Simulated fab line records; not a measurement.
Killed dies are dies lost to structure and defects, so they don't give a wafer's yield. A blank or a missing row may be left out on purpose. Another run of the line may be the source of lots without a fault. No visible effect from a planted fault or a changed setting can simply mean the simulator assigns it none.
A lot that was struck, set against a sound lot ; flow nand harc ; 25 out of 1159 route steps
Sound: wafers L812.1, L812.2, L812.6. Struck: wafers L813.3, L813.4, L813.6. Last of all comes the cause.
Per side, at each step with rows, come the tool, then ch with its chambers, and then its first start. Under that, the readings that differ: sound wafers ; struck wafers ; difference of the means ; sigmas: that difference in standard deviations of wafers without a fault.
alike: readings with means less than 2 such deviations apart, plus words and numbers identical on both sides. not compared: withheld readings, readings lacking a value on some wafer, bounds such as >300 that could conceal the same value, and numbers that have no deviation in the record and whose values overlap.
A row with sigmas, a row that says differs or no value, or rows on one side alone: a step with any of these is where the two part. Numbers that don't overlap but have no deviation are shown without sigmas and don't part them. Lack of a reading on every wafer of one side parts them only where that side has two or more wafers.

first, 8 steps without rows for these wafers: NHARC_A_CHANNEL_HOLE_D1_DESCUM_15 (chemistry O2, time 3 s); NHARC_A_CHANNEL_HOLE_D1_ETCH_38 (etches the open film in CF4, target depth 39 nm, time 65 s); NHARC_A_CHANNEL_HOLE_D1_ETCH_39 (etches the open film in N2/H2, target depth 260 nm, time 325 s); NHARC_A_CHANNEL_HOLE_D1_ETCH_34 (etches the open film in CF4/CHF3, target depth 154 nm, time 77 s); NHARC_A_CHANNEL_HOLE_D1_ETCH_16 (etches the open film in O2/COS, target depth 3100 nm, time 806 s); NHARC_A_CHANNEL_HOLE_D1_ETCH_19 (etches the open film in C4F8/O2/Ar, time 34.5 s); NHARC_A_CHANNEL_HOLE_D1_ETCH_20 (etches the open film in C4F8/O2/Ar, time 361.9 s, target depth 1600 nm); NHARC_A_CHANNEL_HOLE_D1_ETCH_21 (etches the open film in C4F8/O2/Ar, time 514.3 s, target depth 1600 nm).
NHARC_A_CHANNEL_HOLE_D1_ETCH_22: etches the open film in C4F8/O2/Ar, time 666.7 s, target depth 1600 nm.
  sound on har etch-01 ch 0,1, day 12 05:44; struck on har etch-02 ch 0,1, day 12 14:57
  alike: c4f8 flow sccm, drypump motor current A, he backside leak sccm, showerhead plenum p Torr, throttle valve pct
  not compared: rf hours counter h
then, 13 steps without rows for these wafers: NHARC_A_CHANNEL_HOLE_D1_ETCH_23 (etches the open film in C4F8/O2/Ar, time 819 s, target depth 1600 nm); NHARC_A_CHANNEL_HOLE_D1_ETCH_24 (etches the open film in C4F8/O2/Ar, time 906.2 s, target depth 1500 nm); NHARC_A_CHANNEL_HOLE_D1_ETCH_25 (etches the open film in C4F8/O2/Ar, time 1040.2 s, target depth 1500 nm); NHARC_A_CHANNEL_HOLE_D1_ETCH_26 (etches the open film in C4F8/O2/Ar, time 224.1 s, target depth 300 nm); NHARC_A_CHANNEL_HOLE_D1_ETCH_33 (etches the open film in C4F8/O2/Ar, time 90 s, target depth 400 nm); NHARC_A_CHANNEL_HOLE_D1_STRIP_41 (strips in N2/H2); NHARC_A_CHANNEL_HOLE_D1_STRIP_42 (strips in CF4/CHF3); NHARC_A_CHANNEL_HOLE_D1_STRIP_43 (strips in O2/COS); NHARC_A_CHANNEL_HOLE_D1_ETCH_44 (etches the open film in CF4/O2, target depth 140 nm, overetch 14 nm, time 77 s); NHARC_A_CHANNEL_HOLE_D1_STRIP_27 (strips in O2); NHARC_A_CHANNEL_HOLE_D1_PRECLEAN_28 (cleans in SC1); NHARC_A_CHANNEL_HOLE_D1_SRD_29; NHARC_A_CHANNEL_HOLE_D1_XSEM_31.
NHARC_A_CHANNEL_HOLE_D1_INSPECT_40:
  sound on defect inspect-02 at day 12 10:35; struck on defect inspect-02 at day 12 19:35
reading;sound;struck;difference;sigmas
raw defect count;63 78 77;311 341 299;+244;+14
then, 1 step without rows for these wafers: NHARC_A_CHANNEL_FILL_D1_PRECLEAN_00 (cleans in SC1).
-- record jumps: 13 days between struck wafers' starts before vs after; left off in module A_CHANNEL_FILL_D1, resumes in module END, first step shown is number 1159 of the route --
NHARC_END_SORT_01:
  here the record holds rows for the struck wafers (prober-02 ch 0, day 25 13:34) but none for the sound ones

WHERE THEY PART
Last at NHARC_END_SORT_01 as far as this record goes, first at NHARC_A_CHANNEL_HOLE_D1_INSPECT_40.

WHY: the cause the simulator had injected
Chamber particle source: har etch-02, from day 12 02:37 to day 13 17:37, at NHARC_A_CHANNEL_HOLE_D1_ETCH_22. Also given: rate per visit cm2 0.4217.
